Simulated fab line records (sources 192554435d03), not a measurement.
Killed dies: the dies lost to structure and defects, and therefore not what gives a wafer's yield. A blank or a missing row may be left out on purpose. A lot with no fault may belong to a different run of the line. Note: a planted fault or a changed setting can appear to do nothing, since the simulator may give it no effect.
fab line records / flow n5-finfet
record lots=7 wafers=39
route steps=1938 shown WELL_APT@33 FIN_SAQP@115 FIN_CUT@169 DUMMY_GATE@243 SPACER0@258 SD_EPI_P@321 GATE_CUT@466 BEOL_M4@1111
start-h: hours from the record's opening day to when the first of the lot's shown wafers began / wait-h: hours from the lot's prior step to this one / " repeats the value in the row above / L1.1+2: a single row standing in for several wafers / - no value, or no start given / * or withheld: withheld / < > ~ a bound
route shown NAME@n: a module of which the file shows steps, and the number in the route of the first / usual: mean/standard deviation of fault-free wafers / same: alike in all rows / chamber/n: place in a boat / sites: each site's reading / _std_site: how widely they spread, as a standard deviation / _edge_site: inner sites' mean taken away from outer sites' mean / radius-mm: how far each site lies from the wafer's centre / mask NAME#n: copy n / behind: tool/chamber where the wafer was last shaped / hold: what put the lot on hold/how long, in hours/how the hold closed / device: transistor that didn't switch, given as n, p or np / end of line: tests of these same wafers at the route's end / for a step that has no rows: nothing shown but its recipe / killed: not the wafer's yield, but the dies lost to structure and defects at the first sort / map: a wafer's dies, x killed, . not, _ none there
set.NAME: the setting as run; set.NAME@STEP: as run at that earlier step / model.NAME: the simulator's own value behind a step, which no gauge read
one table per step and one row per wafer, for lots whose settings were changed on purpose
## steps
# step N5_WELL_APT_IMPLANT_15
# recipe species=As energy-kev=25 dose-cm2=1.5e+13 tilt-deg=0 rotation-deg=0
# step N5_FIN_SAQP_ETCH_51
# recipe chemistry=CF4 target=SiARC target-depth-a=455 mask-material=CAR-ArF time-s=75.8 ion-energy-ev=80 pressure-mtorr=40 source-w=545 bias-w=36 Ar_flow_sccm=100 cf4-flow-sccm=100 ends=cleared
# step N5_FIN_CUT_ETCH_21
# recipe chemistry=N2/H2 target=SOC target-depth-a=2190 overetch-a=438 mask-material=SiARC temp-c=40 ion-energy-ev=100 bias-w=61 time-s=523.5 pressure-mtorr=30 source-w=850 n2-flow-sccm=200 h2-flow-sccm=200
# step N5_DUMMY_GATE_ETCH_31
# recipe chemistry=C4F6/O2 target=SiO2 mask-material=SOC target-depth-a=825 time-s=27.5 ion-energy-ev=250 pressure-mtorr=30 source-w=345 bias-w=185 Ar_flow_sccm=300 C4F6_flow_sccm=10 O2_flow_sccm=10
# step N5_DUMMY_GATE_ETCH_44
# recipe chemistry=HBr/O2 over-etch-frac=0.7 target-depth-a=1275 stop-on=SiO2 ion-energy-ev=60 bias-w=20 target=poly-Si mask-material=SiO2 pressure-mtorr=20 icp-w=400 HBr_flow_sccm=120 O2_flow_sccm=10
# step N5_SPACER0_ALD_07
# recipe material=SiNx target-thk-a=20 temp-c=400 ald-precursor-family=SiH2I2 ald-co-reactant=N2/H2-plasma pressure-torr=2
# step N5_SD_EPI_P_EPI_21
# recipe material=SiGe:B dopant=B temp-c=550 pressure-torr=20 ambient=H2 time-s=355
# step N5_GATE_CUT_ETCH_56
# recipe chemistry=Cl2/Ar target=TiN target-depth-a=216 pressure-mtorr=10 icp-w=600 bias-w=60 Cl2_flow_sccm=40 Ar_flow_sccm=60
# step N5_GATE_CUT_CUT_ETCH_53
# recipe chemistry=SF6/Cl2 target=W mask-material=SiO2 target-depth-a=792 pressure-mtorr=8 icp-w=900 bias-w=80 SF6_flow_sccm=40 Cl2_flow_sccm=60 ends=cleared
# step N5_BEOL_M4_RC_MEAS_101
# usual RS_SD_P=66.4/0.97
lot.wafer=L075.3 tool=prober-02 chamber=0 start-h=176.21 wait-h=0.3 set.dose-cm2@WELL_APT_IMPLANT_15=1.5e+13 set.cf4-flow-sccm@FIN_SAQP_ETCH_51=100 set.bias-w@FIN_CUT_ETCH_21=61 set.target-depth-a@DUMMY_GATE_ETCH_31=825 set.target-depth-a@DUMMY_GATE_ETCH_44=1275 set.target-thk-a@SPACER0_ALD_07=20 set.time-s@SD_EPI_P_EPI_21=355 set.icp-w@GATE_CUT_ETCH_56=600 set.icp-w@GATE_CUT_CUT_ETCH_53=900 RS_SD_P[ohm/sq]=64.8
lot.wafer=L075.4 tool=prober-02 chamber=0 start-h=176.21 wait-h=0.3 set.dose-cm2@WELL_APT_IMPLANT_15=1.5e+13 set.cf4-flow-sccm@FIN_SAQP_ETCH_51=100 set.bias-w@FIN_CUT_ETCH_21=61 set.target-depth-a@DUMMY_GATE_ETCH_31=825 set.target-depth-a@DUMMY_GATE_ETCH_44=1275 set.target-thk-a@SPACER0_ALD_07=20 set.time-s@SD_EPI_P_EPI_21=355 set.icp-w@GATE_CUT_ETCH_56=600 set.icp-w@GATE_CUT_CUT_ETCH_53=900 RS_SD_P[ohm/sq]=65.8
lot.wafer=L075.5 tool=prober-02 chamber=0 start-h=176.21 wait-h=0.3 set.dose-cm2@WELL_APT_IMPLANT_15=1.5e+13 set.cf4-flow-sccm@FIN_SAQP_ETCH_51=100 set.bias-w@FIN_CUT_ETCH_21=61 set.target-depth-a@DUMMY_GATE_ETCH_31=825 set.target-depth-a@DUMMY_GATE_ETCH_44=1275 set.target-thk-a@SPACER0_ALD_07=20 set.time-s@SD_EPI_P_EPI_21=355 set.icp-w@GATE_CUT_ETCH_56=600 set.icp-w@GATE_CUT_CUT_ETCH_53=900 RS_SD_P[ohm/sq]=65.4
lot.wafer=L077.1 tool=prober-02 chamber=0 start-h=181.21 wait-h=0.0 set.dose-cm2@WELL_APT_IMPLANT_15=1.5e+13 set.cf4-flow-sccm@FIN_SAQP_ETCH_51=108.3 set.bias-w@FIN_CUT_ETCH_21=61 set.target-depth-a@DUMMY_GATE_ETCH_31=756.4 set.target-depth-a@DUMMY_GATE_ETCH_44=1275 set.target-thk-a@SPACER0_ALD_07=21.62 set.time-s@SD_EPI_P_EPI_21=355 set.icp-w@GATE_CUT_ETCH_56=600 set.icp-w@GATE_CUT_CUT_ETCH_53=900 RS_SD_P[ohm/sq]=65.9
lot.wafer=L077.2 tool=prober-02 chamber=0 start-h=181.21 wait-h=0.0 set.dose-cm2@WELL_APT_IMPLANT_15=1.5e+13 set.cf4-flow-sccm@FIN_SAQP_ETCH_51=100 set.bias-w@FIN_CUT_ETCH_21=54.56 set.target-depth-a@DUMMY_GATE_ETCH_31=756.4 set.target-depth-a@DUMMY_GATE_ETCH_44=1200 set.target-thk-a@SPACER0_ALD_07=20 set.time-s@SD_EPI_P_EPI_21=355 set.icp-w@GATE_CUT_ETCH_56=535 set.icp-w@GATE_CUT_CUT_ETCH_53=900 RS_SD_P[ohm/sq]=64.3
lot.wafer=L077.3 tool=prober-02 chamber=0 start-h=181.21 wait-h=0.0 set.dose-cm2@WELL_APT_IMPLANT_15=1.5e+13 set.cf4-flow-sccm@FIN_SAQP_ETCH_51=108.3 set.bias-w@FIN_CUT_ETCH_21=61 set.target-depth-a@DUMMY_GATE_ETCH_31=825 set.target-depth-a@DUMMY_GATE_ETCH_44=1200 set.target-thk-a@SPACER0_ALD_07=20 set.time-s@SD_EPI_P_EPI_21=400.3 set.icp-w@GATE_CUT_ETCH_56=600 set.icp-w@GATE_CUT_CUT_ETCH_53=1059 RS_SD_P[ohm/sq]=60.5
lot.wafer=L077.4 tool=prober-02 chamber=0 start-h=181.21 wait-h=0.0 set.dose-cm2@WELL_APT_IMPLANT_15=1.5e+13 set.cf4-flow-sccm@FIN_SAQP_ETCH_51=100 set.bias-w@FIN_CUT_ETCH_21=61 set.target-depth-a@DUMMY_GATE_ETCH_31=756.4 set.target-depth-a@DUMMY_GATE_ETCH_44=1200 set.target-thk-a@SPACER0_ALD_07=21.62 set.time-s@SD_EPI_P_EPI_21=400.3 set.icp-w@GATE_CUT_ETCH_56=535 set.icp-w@GATE_CUT_CUT_ETCH_53=900 RS_SD_P[ohm/sq]=60.2
lot.wafer=L077.5 tool=prober-02 chamber=0 start-h=181.21 wait-h=0.0 set.dose-cm2@WELL_APT_IMPLANT_15=1.5e+13 set.cf4-flow-sccm@FIN_SAQP_ETCH_51=100 set.bias-w@FIN_CUT_ETCH_21=54.56 set.target-depth-a@DUMMY_GATE_ETCH_31=825 set.target-depth-a@DUMMY_GATE_ETCH_44=1275 set.target-thk-a@SPACER0_ALD_07=20 set.time-s@SD_EPI_P_EPI_21=400.3 set.icp-w@GATE_CUT_ETCH_56=600 set.icp-w@GATE_CUT_CUT_ETCH_53=1059 RS_SD_P[ohm/sq]=59.7
lot.wafer=L077.6 tool=prober-02 chamber=0 start-h=181.21 wait-h=0.0 set.dose-cm2@WELL_APT_IMPLANT_15=1.5e+13 set.cf4-flow-sccm@FIN_SAQP_ETCH_51=108.3 set.bias-w@FIN_CUT_ETCH_21=54.56 set.target-depth-a@DUMMY_GATE_ETCH_31=825 set.target-depth-a@DUMMY_GATE_ETCH_44=1275 set.target-thk-a@SPACER0_ALD_07=21.62 set.time-s@SD_EPI_P_EPI_21=355 set.icp-w@GATE_CUT_ETCH_56=535 set.icp-w@GATE_CUT_CUT_ETCH_53=1059 RS_SD_P[ohm/sq]=65.6
lot.wafer=L081.1 tool=prober-02 chamber=0 start-h=202.78 wait-h=0.0 set.dose-cm2@WELL_APT_IMPLANT_15=1.677e+13 set.cf4-flow-sccm@FIN_SAQP_ETCH_51=92.1 set.bias-w@FIN_CUT_ETCH_21=61 set.target-depth-a@DUMMY_GATE_ETCH_31=825 set.target-depth-a@DUMMY_GATE_ETCH_44=1275 set.target-thk-a@SPACER0_ALD_07=20 set.time-s@SD_EPI_P_EPI_21=355 set.icp-w@GATE_CUT_ETCH_56=546.7 set.icp-w@GATE_CUT_CUT_ETCH_53=900 RS_SD_P[ohm/sq]=67.8
lot.wafer=L081.2 tool=prober-02 chamber=0 start-h=202.78 wait-h=0.0 set.dose-cm2@WELL_APT_IMPLANT_15=1.677e+13 set.cf4-flow-sccm@FIN_SAQP_ETCH_51=100 set.bias-w@FIN_CUT_ETCH_21=51.18 set.target-depth-a@DUMMY_GATE_ETCH_31=825 set.target-depth-a@DUMMY_GATE_ETCH_44=1275 set.target-thk-a@SPACER0_ALD_07=20 set.time-s@SD_EPI_P_EPI_21=355 set.icp-w@GATE_CUT_ETCH_56=600 set.icp-w@GATE_CUT_CUT_ETCH_53=830.7 RS_SD_P[ohm/sq]=66.5
lot.wafer=L081.3 tool=prober-02 chamber=0 start-h=202.78 wait-h=0.0 set.dose-cm2@WELL_APT_IMPLANT_15=1.5e+13 set.cf4-flow-sccm@FIN_SAQP_ETCH_51=100 set.bias-w@FIN_CUT_ETCH_21=61 set.target-depth-a@DUMMY_GATE_ETCH_31=825 set.target-depth-a@DUMMY_GATE_ETCH_44=1275 set.target-thk-a@SPACER0_ALD_07=20 set.time-s@SD_EPI_P_EPI_21=355 set.icp-w@GATE_CUT_ETCH_56=546.7 set.icp-w@GATE_CUT_CUT_ETCH_53=830.7 RS_SD_P[ohm/sq]=66.1
lot.wafer=L081.4 tool=prober-02 chamber=0 start-h=202.78 wait-h=0.0 set.dose-cm2@WELL_APT_IMPLANT_15=1.677e+13 set.cf4-flow-sccm@FIN_SAQP_ETCH_51=92.1 set.bias-w@FIN_CUT_ETCH_21=51.18 set.target-depth-a@DUMMY_GATE_ETCH_31=825 set.target-depth-a@DUMMY_GATE_ETCH_44=1275 set.target-thk-a@SPACER0_ALD_07=20 set.time-s@SD_EPI_P_EPI_21=355 set.icp-w@GATE_CUT_ETCH_56=600 set.icp-w@GATE_CUT_CUT_ETCH_53=900 RS_SD_P[ohm/sq]=67.9
lot.wafer=L081.5 tool=prober-02 chamber=0 start-h=202.78 wait-h=0.0 set.dose-cm2@WELL_APT_IMPLANT_15=1.5e+13 set.cf4-flow-sccm@FIN_SAQP_ETCH_51=100 set.bias-w@FIN_CUT_ETCH_21=61 set.target-depth-a@DUMMY_GATE_ETCH_31=825 set.target-depth-a@DUMMY_GATE_ETCH_44=1275 set.target-thk-a@SPACER0_ALD_07=20 set.time-s@SD_EPI_P_EPI_21=355 set.icp-w@GATE_CUT_ETCH_56=600 set.icp-w@GATE_CUT_CUT_ETCH_53=900 RS_SD_P[ohm/sq]=66.2
lot.wafer=L081.6 tool=prober-02 chamber=0 start-h=202.78 wait-h=0.0 set.dose-cm2@WELL_APT_IMPLANT_15=1.5e+13 set.cf4-flow-sccm@FIN_SAQP_ETCH_51=92.1 set.bias-w@FIN_CUT_ETCH_21=51.18 set.target-depth-a@DUMMY_GATE_ETCH_31=825 set.target-depth-a@DUMMY_GATE_ETCH_44=1275 set.target-thk-a@SPACER0_ALD_07=20 set.time-s@SD_EPI_P_EPI_21=355 set.icp-w@GATE_CUT_ETCH_56=546.7 set.icp-w@GATE_CUT_CUT_ETCH_53=830.7 RS_SD_P[ohm/sq]=66.8
lot.wafer=L082.1 tool=prober-01 chamber=0 start-h=209.16 wait-h=0.0 set.dose-cm2@WELL_APT_IMPLANT_15=1.5e+13 set.cf4-flow-sccm@FIN_SAQP_ETCH_51=120.4 set.bias-w@FIN_CUT_ETCH_21=61 set.target-depth-a@DUMMY_GATE_ETCH_31=741.3 set.target-depth-a@DUMMY_GATE_ETCH_44=1134 set.target-thk-a@SPACER0_ALD_07=17.29 set.time-s@SD_EPI_P_EPI_21=383 set.icp-w@GATE_CUT_ETCH_56=600 set.icp-w@GATE_CUT_CUT_ETCH_53=900 RS_SD_P[ohm/sq]=61.7
lot.wafer=L082.2 tool=prober-01 chamber=0 start-h=209.16 wait-h=0.0 set.dose-cm2@WELL_APT_IMPLANT_15=1.5e+13 set.cf4-flow-sccm@FIN_SAQP_ETCH_51=100 set.bias-w@FIN_CUT_ETCH_21=61 set.target-depth-a@DUMMY_GATE_ETCH_31=825 set.target-depth-a@DUMMY_GATE_ETCH_44=1275 set.target-thk-a@SPACER0_ALD_07=20 set.time-s@SD_EPI_P_EPI_21=383 set.icp-w@GATE_CUT_ETCH_56=600 set.icp-w@GATE_CUT_CUT_ETCH_53=900 RS_SD_P[ohm/sq]=63.5
lot.wafer=L082.3 tool=prober-01 chamber=0 start-h=209.16 wait-h=0.0 set.dose-cm2@WELL_APT_IMPLANT_15=1.732e+13 set.cf4-flow-sccm@FIN_SAQP_ETCH_51=120.4 set.bias-w@FIN_CUT_ETCH_21=61 set.target-depth-a@DUMMY_GATE_ETCH_31=825 set.target-depth-a@DUMMY_GATE_ETCH_44=1134 set.target-thk-a@SPACER0_ALD_07=17.29 set.time-s@SD_EPI_P_EPI_21=355 set.icp-w@GATE_CUT_ETCH_56=600 set.icp-w@GATE_CUT_CUT_ETCH_53=900 RS_SD_P[ohm/sq]=66.4
lot.wafer=L082.4 tool=prober-01 chamber=0 start-h=209.16 wait-h=0.0 set.dose-cm2@WELL_APT_IMPLANT_15=1.732e+13 set.cf4-flow-sccm@FIN_SAQP_ETCH_51=120.4 set.bias-w@FIN_CUT_ETCH_21=61 set.target-depth-a@DUMMY_GATE_ETCH_31=741.3 set.target-depth-a@DUMMY_GATE_ETCH_44=1275 set.target-thk-a@SPACER0_ALD_07=20 set.time-s@SD_EPI_P_EPI_21=355 set.icp-w@GATE_CUT_ETCH_56=600 set.icp-w@GATE_CUT_CUT_ETCH_53=900 RS_SD_P[ohm/sq]=66.4
lot.wafer=L082.5 tool=prober-01 chamber=0 start-h=209.16 wait-h=0.0 set.dose-cm2@WELL_APT_IMPLANT_15=1.5e+13 set.cf4-flow-sccm@FIN_SAQP_ETCH_51=100 set.bias-w@FIN_CUT_ETCH_21=61 set.target-depth-a@DUMMY_GATE_ETCH_31=741.3 set.target-depth-a@DUMMY_GATE_ETCH_44=1275 set.target-thk-a@SPACER0_ALD_07=17.29 set.time-s@SD_EPI_P_EPI_21=383 set.icp-w@GATE_CUT_ETCH_56=600 set.icp-w@GATE_CUT_CUT_ETCH_53=900 RS_SD_P[ohm/sq]=63.3
lot.wafer=L082.6 tool=prober-01 chamber=0 start-h=209.16 wait-h=0.0 set.dose-cm2@WELL_APT_IMPLANT_15=1.732e+13 set.cf4-flow-sccm@FIN_SAQP_ETCH_51=100 set.bias-w@FIN_CUT_ETCH_21=61 set.target-depth-a@DUMMY_GATE_ETCH_31=825 set.target-depth-a@DUMMY_GATE_ETCH_44=1134 set.target-thk-a@SPACER0_ALD_07=20 set.time-s@SD_EPI_P_EPI_21=355 set.icp-w@GATE_CUT_ETCH_56=600 set.icp-w@GATE_CUT_CUT_ETCH_53=900 RS_SD_P[ohm/sq]=65.9
lot.wafer=L084.1 tool=prober-01 chamber=0 start-h=224.21 wait-h=0.0 set.dose-cm2@WELL_APT_IMPLANT_15=1.5e+13 set.cf4-flow-sccm@FIN_SAQP_ETCH_51=100 set.bias-w@FIN_CUT_ETCH_21=61 set.target-depth-a@DUMMY_GATE_ETCH_31=784.6 set.target-depth-a@DUMMY_GATE_ETCH_44=1275 set.target-thk-a@SPACER0_ALD_07=17.9 set.time-s@SD_EPI_P_EPI_21=355 set.icp-w@GATE_CUT_ETCH_56=669 set.icp-w@GATE_CUT_CUT_ETCH_53=1004 RS_SD_P[ohm/sq]=66.3
lot.wafer=L084.2 tool=prober-01 chamber=0 start-h=224.21 wait-h=0.0 set.dose-cm2@WELL_APT_IMPLANT_15=1.5e+13 set.cf4-flow-sccm@FIN_SAQP_ETCH_51=122.3 set.bias-w@FIN_CUT_ETCH_21=51.51 set.target-depth-a@DUMMY_GATE_ETCH_31=784.6 set.target-depth-a@DUMMY_GATE_ETCH_44=1407 set.target-thk-a@SPACER0_ALD_07=20 set.time-s@SD_EPI_P_EPI_21=355 set.icp-w@GATE_CUT_ETCH_56=669 set.icp-w@GATE_CUT_CUT_ETCH_53=900 RS_SD_P[ohm/sq]=67.6
lot.wafer=L084.3 tool=prober-01 chamber=0 start-h=224.21 wait-h=0.0 set.dose-cm2@WELL_APT_IMPLANT_15=1.5e+13 set.cf4-flow-sccm@FIN_SAQP_ETCH_51=122.3 set.bias-w@FIN_CUT_ETCH_21=61 set.target-depth-a@DUMMY_GATE_ETCH_31=784.6 set.target-depth-a@DUMMY_GATE_ETCH_44=1275 set.target-thk-a@SPACER0_ALD_07=20 set.time-s@SD_EPI_P_EPI_21=355 set.icp-w@GATE_CUT_ETCH_56=600 set.icp-w@GATE_CUT_CUT_ETCH_53=1004 RS_SD_P[ohm/sq]=67.1
lot.wafer=L084.4 tool=prober-01 chamber=0 start-h=224.21 wait-h=0.0 set.dose-cm2@WELL_APT_IMPLANT_15=1.5e+13 set.cf4-flow-sccm@FIN_SAQP_ETCH_51=100 set.bias-w@FIN_CUT_ETCH_21=51.51 set.target-depth-a@DUMMY_GATE_ETCH_31=825 set.target-depth-a@DUMMY_GATE_ETCH_44=1407 set.target-thk-a@SPACER0_ALD_07=20 set.time-s@SD_EPI_P_EPI_21=355 set.icp-w@GATE_CUT_ETCH_56=600 set.icp-w@GATE_CUT_CUT_ETCH_53=1004 RS_SD_P[ohm/sq]=66.6
lot.wafer=L084.5 tool=prober-01 chamber=0 start-h=224.21 wait-h=0.0 set.dose-cm2@WELL_APT_IMPLANT_15=1.5e+13 set.cf4-flow-sccm@FIN_SAQP_ETCH_51=100 set.bias-w@FIN_CUT_ETCH_21=51.51 set.target-depth-a@DUMMY_GATE_ETCH_31=825 set.target-depth-a@DUMMY_GATE_ETCH_44=1275 set.target-thk-a@SPACER0_ALD_07=17.9 set.time-s@SD_EPI_P_EPI_21=355 set.icp-w@GATE_CUT_ETCH_56=669 set.icp-w@GATE_CUT_CUT_ETCH_53=900 RS_SD_P[ohm/sq]=67.5
lot.wafer=L084.6 tool=prober-01 chamber=0 start-h=224.21 wait-h=0.0 set.dose-cm2@WELL_APT_IMPLANT_15=1.5e+13 set.cf4-flow-sccm@FIN_SAQP_ETCH_51=122.3 set.bias-w@FIN_CUT_ETCH_21=61 set.target-depth-a@DUMMY_GATE_ETCH_31=825 set.target-depth-a@DUMMY_GATE_ETCH_44=1407 set.target-thk-a@SPACER0_ALD_07=17.9 set.time-s@SD_EPI_P_EPI_21=355 set.icp-w@GATE_CUT_ETCH_56=600 set.icp-w@GATE_CUT_CUT_ETCH_53=900 RS_SD_P[ohm/sq]=66.8
lot.wafer=L085.1 tool=prober-01 chamber=0 start-h=227.73 wait-h=0.0 set.dose-cm2@WELL_APT_IMPLANT_15=1.5e+13 set.cf4-flow-sccm@FIN_SAQP_ETCH_51=100 set.bias-w@FIN_CUT_ETCH_21=67.44 set.target-depth-a@DUMMY_GATE_ETCH_31=894.1 set.target-depth-a@DUMMY_GATE_ETCH_44=1275 set.target-thk-a@SPACER0_ALD_07=18 set.time-s@SD_EPI_P_EPI_21=355 set.icp-w@GATE_CUT_ETCH_56=600 set.icp-w@GATE_CUT_CUT_ETCH_53=900 RS_SD_P[ohm/sq]=68.8
lot.wafer=L085.2 tool=prober-01 chamber=0 start-h=227.73 wait-h=0.0 set.dose-cm2@WELL_APT_IMPLANT_15=1.5e+13 set.cf4-flow-sccm@FIN_SAQP_ETCH_51=81.37 set.bias-w@FIN_CUT_ETCH_21=61 set.target-depth-a@DUMMY_GATE_ETCH_31=894.1 set.target-depth-a@DUMMY_GATE_ETCH_44=1275 set.target-thk-a@SPACER0_ALD_07=20 set.time-s@SD_EPI_P_EPI_21=355 set.icp-w@GATE_CUT_ETCH_56=600 set.icp-w@GATE_CUT_CUT_ETCH_53=900 RS_SD_P[ohm/sq]=66.7
lot.wafer=L085.3 tool=prober-01 chamber=0 start-h=227.73 wait-h=0.0 set.dose-cm2@WELL_APT_IMPLANT_15=1.741e+13 set.cf4-flow-sccm@FIN_SAQP_ETCH_51=81.37 set.bias-w@FIN_CUT_ETCH_21=61 set.target-depth-a@DUMMY_GATE_ETCH_31=825 set.target-depth-a@DUMMY_GATE_ETCH_44=1275 set.target-thk-a@SPACER0_ALD_07=18 set.time-s@SD_EPI_P_EPI_21=355 set.icp-w@GATE_CUT_ETCH_56=600 set.icp-w@GATE_CUT_CUT_ETCH_53=1017 RS_SD_P[ohm/sq]=67.4
lot.wafer=L085.4 tool=prober-01 chamber=0 start-h=227.73 wait-h=0.0 set.dose-cm2@WELL_APT_IMPLANT_15=1.741e+13 set.cf4-flow-sccm@FIN_SAQP_ETCH_51=100 set.bias-w@FIN_CUT_ETCH_21=61 set.target-depth-a@DUMMY_GATE_ETCH_31=825 set.target-depth-a@DUMMY_GATE_ETCH_44=1275 set.target-thk-a@SPACER0_ALD_07=20 set.time-s@SD_EPI_P_EPI_21=355 set.icp-w@GATE_CUT_ETCH_56=600 set.icp-w@GATE_CUT_CUT_ETCH_53=1017 RS_SD_P[ohm/sq]=67.8
lot.wafer=L085.5 tool=prober-01 chamber=0 start-h=227.73 wait-h=0.0 set.dose-cm2@WELL_APT_IMPLANT_15=1.5e+13 set.cf4-flow-sccm@FIN_SAQP_ETCH_51=81.37 set.bias-w@FIN_CUT_ETCH_21=67.44 set.target-depth-a@DUMMY_GATE_ETCH_31=825 set.target-depth-a@DUMMY_GATE_ETCH_44=1275 set.target-thk-a@SPACER0_ALD_07=20 set.time-s@SD_EPI_P_EPI_21=355 set.icp-w@GATE_CUT_ETCH_56=600 set.icp-w@GATE_CUT_CUT_ETCH_53=900 RS_SD_P[ohm/sq]=67.6
lot.wafer=L085.6 tool=prober-01 chamber=0 start-h=227.73 wait-h=0.0 set.dose-cm2@WELL_APT_IMPLANT_15=1.741e+13 set.cf4-flow-sccm@FIN_SAQP_ETCH_51=100 set.bias-w@FIN_CUT_ETCH_21=67.44 set.target-depth-a@DUMMY_GATE_ETCH_31=894.1 set.target-depth-a@DUMMY_GATE_ETCH_44=1275 set.target-thk-a@SPACER0_ALD_07=18 set.time-s@SD_EPI_P_EPI_21=355 set.icp-w@GATE_CUT_ETCH_56=600 set.icp-w@GATE_CUT_CUT_ETCH_53=1017 RS_SD_P[ohm/sq]=67.7
lot.wafer=L091.1 tool=prober-02 chamber=0 start-h=259.90 wait-h=0.0 set.dose-cm2@WELL_APT_IMPLANT_15=1.5e+13 set.cf4-flow-sccm@FIN_SAQP_ETCH_51=85.75 set.bias-w@FIN_CUT_ETCH_21=49.94 set.target-depth-a@DUMMY_GATE_ETCH_31=825 set.target-depth-a@DUMMY_GATE_ETCH_44=1165 set.target-thk-a@SPACER0_ALD_07=18.46 set.time-s@SD_EPI_P_EPI_21=355 set.icp-w@GATE_CUT_ETCH_56=518.8 set.icp-w@GATE_CUT_CUT_ETCH_53=964.6 RS_SD_P[ohm/sq]=66.2
lot.wafer=L091.2 tool=prober-02 chamber=0 start-h=259.90 wait-h=0.0 set.dose-cm2@WELL_APT_IMPLANT_15=1.249e+13 set.cf4-flow-sccm@FIN_SAQP_ETCH_51=85.75 set.bias-w@FIN_CUT_ETCH_21=49.94 set.target-depth-a@DUMMY_GATE_ETCH_31=825 set.target-depth-a@DUMMY_GATE_ETCH_44=1275 set.target-thk-a@SPACER0_ALD_07=20 set.time-s@SD_EPI_P_EPI_21=355 set.icp-w@GATE_CUT_ETCH_56=600 set.icp-w@GATE_CUT_CUT_ETCH_53=900 RS_SD_P[ohm/sq]=66.7
lot.wafer=L091.3 tool=prober-02 chamber=0 start-h=259.90 wait-h=0.0 set.dose-cm2@WELL_APT_IMPLANT_15=1.5e+13 set.cf4-flow-sccm@FIN_SAQP_ETCH_51=100 set.bias-w@FIN_CUT_ETCH_21=49.94 set.target-depth-a@DUMMY_GATE_ETCH_31=887.5 set.target-depth-a@DUMMY_GATE_ETCH_44=1275 set.target-thk-a@SPACER0_ALD_07=18.46 set.time-s@SD_EPI_P_EPI_21=355 set.icp-w@GATE_CUT_ETCH_56=518.8 set.icp-w@GATE_CUT_CUT_ETCH_53=964.6 RS_SD_P[ohm/sq]=66.8
lot.wafer=L091.4 tool=prober-02 chamber=0 start-h=259.90 wait-h=0.0 set.dose-cm2@WELL_APT_IMPLANT_15=1.5e+13 set.cf4-flow-sccm@FIN_SAQP_ETCH_51=100 set.bias-w@FIN_CUT_ETCH_21=61 set.target-depth-a@DUMMY_GATE_ETCH_31=825 set.target-depth-a@DUMMY_GATE_ETCH_44=1165 set.target-thk-a@SPACER0_ALD_07=18.46 set.time-s@SD_EPI_P_EPI_21=355 set.icp-w@GATE_CUT_ETCH_56=600 set.icp-w@GATE_CUT_CUT_ETCH_53=900 RS_SD_P[ohm/sq]=66.6
lot.wafer=L091.5 tool=prober-02 chamber=0 start-h=259.90 wait-h=0.0 set.dose-cm2@WELL_APT_IMPLANT_15=1.249e+13 set.cf4-flow-sccm@FIN_SAQP_ETCH_51=85.75 set.bias-w@FIN_CUT_ETCH_21=61 set.target-depth-a@DUMMY_GATE_ETCH_31=887.5 set.target-depth-a@DUMMY_GATE_ETCH_44=1275 set.target-thk-a@SPACER0_ALD_07=20 set.time-s@SD_EPI_P_EPI_21=355 set.icp-w@GATE_CUT_ETCH_56=518.8 set.icp-w@GATE_CUT_CUT_ETCH_53=900 RS_SD_P[ohm/sq]=66.3
lot.wafer=L091.6 tool=prober-02 chamber=0 start-h=259.90 wait-h=0.0 set.dose-cm2@WELL_APT_IMPLANT_15=1.249e+13 set.cf4-flow-sccm@FIN_SAQP_ETCH_51=100 set.bias-w@FIN_CUT_ETCH_21=61 set.target-depth-a@DUMMY_GATE_ETCH_31=887.5 set.target-depth-a@DUMMY_GATE_ETCH_44=1165 set.target-thk-a@SPACER0_ALD_07=20 set.time-s@SD_EPI_P_EPI_21=355 set.icp-w@GATE_CUT_ETCH_56=600 set.icp-w@GATE_CUT_CUT_ETCH_53=964.6 RS_SD_P[ohm/sq]=66.4
## key
split step=N5_WELL_APT_IMPLANT_15 setting=dose-cm2 stated-as=1.5e+13
response none clear
split step=N5_FIN_SAQP_ETCH_51 setting=cf4-flow-sccm stated-as=100
response none clear
split step=N5_FIN_CUT_ETCH_21 setting=bias-w stated-as=61
response none clear
split step=N5_DUMMY_GATE_ETCH_31 setting=target-depth-a stated-as=825
response none clear
split step=N5_DUMMY_GATE_ETCH_44 setting=target-depth-a stated-as=1275
response none clear
split step=N5_SPACER0_ALD_07 setting=target-thk-a stated-as=20
response none clear
split step=N5_SD_EPI_P_EPI_21 setting=time-s stated-as=355
response step=N5_BEOL_M4_RC_MEAS_101 reading=RS_SD_P slope=-0.389 per=1% together-with=all explained=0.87
split step=N5_GATE_CUT_ETCH_56 setting=icp-w stated-as=600
response none clear
split step=N5_GATE_CUT_CUT_ETCH_53 setting=icp-w stated-as=900
response none clear
